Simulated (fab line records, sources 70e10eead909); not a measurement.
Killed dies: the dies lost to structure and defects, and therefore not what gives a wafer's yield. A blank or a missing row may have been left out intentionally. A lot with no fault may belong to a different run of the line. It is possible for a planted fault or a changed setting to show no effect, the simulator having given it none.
Problem report, 8D (eight disciplines) form, completed by code	flow nand-harc	the parts of the form that need people (team, actions taken, sign-off) are left out

1. THE PROBLEM
Wafers without a fault read 181, standard deviation 59; raw-defect-count at NHARC_P_GATE_INSPECT_68 reads a mean of 520 on 2 wafers belonging to 2 lots. That puts it +5.7 standard deviations away from the usual mean.
First observed at day 8 02:05: wafer L583.1, on defect-inspect-01. The record holds 14 wafers of 6 lots with a number at this step. The rule behind "out" and "out of limits": a value lying over 4 standard deviations away from the usual mean. The other wafers with a number count as sound.

2. WHAT IT IS, AND WHAT IT ISN'T
question	is	is not
which readings at this step	raw-defect-count	-
which lots	L583, L585	L573, L579, L591, L593
which wafers of those lots	all that have a number	-
read on which gauges	defect-inspect-01, defect-inspect-02	-
when	from day 8 02:05	up to then (6 sound wafers); but 6 sound wafers of L591, L593 came after

3. THE SUSPECTS, EACH WITH WHAT RULES IT OUT
Counting: a tool at a process step up to the reading stays a suspect if it ran every lot that is out and no sound lot after the first of them.
- the gauge at NHARC_P_GATE_INSPECT_68 is ruled out. Those wafers that are out were read across 2 gauges (defect-inspect-01, defect-inspect-02).
- plasma-asher-01 at NHARC_P_GATE_STRIP_111 (strips in N2/H2, time 250 s): ruled out as a lasting fault. After its first lot that is out, L583 (day 7 19:34), sound lots L591, L593 ran on it.
- wet-bench-06 at NHARC_P_GATE_STRIP_50 (strips in SPM, time 900 s): kept. All lots that are out passed through it, beginning with L583 at day 7 19:59, and no sound lot followed; its final sound lot before that point was L579 at day 7 04:29.
- plasma-asher-01 at NHARC_P_GATE_STRIP_76 (strips in O2): ruled out as a lasting fault. After its first lot that is out, L583 (day 7 21:38), sound lots L593 ran on it.
- plasma-asher-01 at NHARC_P_GATE_STRIP_113 (strips in N2/H2, time 740 s): ruled out as a lasting fault. After its first lot that is out, L583 (day 7 23:17), sound lots L591 ran on it.
- plasma-asher-01 at NHARC_P_GATE_STRIP_95 (strips in O2): ruled out as a lasting fault. After its first lot that is out, L583 (day 8 02:05), sound lots L591 ran on it. NHARC_P_GATE_STRIP_95: start missing for some lots; hours and lot order therefore follow NHARC_P_GATE_INSPECT_68.
Left after counting: wet-bench-06 at NHARC_P_GATE_STRIP_50.

4. THE CAUSE (what the simulator had put in)
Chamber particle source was wet-bench-06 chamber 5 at NHARC_P_GATE_STRIP_50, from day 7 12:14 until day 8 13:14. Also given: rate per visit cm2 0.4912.
Counting left only this tool.

5. SEQUENCE OF EFFECTS, ordered by route
Each row: a reading whose mean over the struck wafers that have a number lies more than 3 standard deviations from the usual. Readings are gone through only where the record gives a usual standard deviation; hours: the median, over the lots, of the time from a lot's start at the first step in this table giving one to that lot's start at this step; sigmas: the change measured in usual standard deviations.
hours	step	reading	usual	on struck wafers	change	sigmas
0	NHARC_P_GATE_INSPECT_68	raw-defect-count	181	520	+339	+5.7
386	NHARC_END_SORT_01	killed-at-periphery	3.6	42.5	+38.9	+16
386	NHARC_END_SORT_01	killed-dies	32	72	+40	+3.6

6. HOW IT WOULD HAVE BEEN CAUGHT EARLIER
In this record the first reading out of limits at a measuring or inspecting step was taken at day 8 02:05, 14 hours after the fault began at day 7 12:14.
Lots out: 2; of these, L585 started NHARC_P_GATE_STRIP_50 on wet-bench-06 after day 8 02:05. Had the tool been put on hold then, it would have been spared.
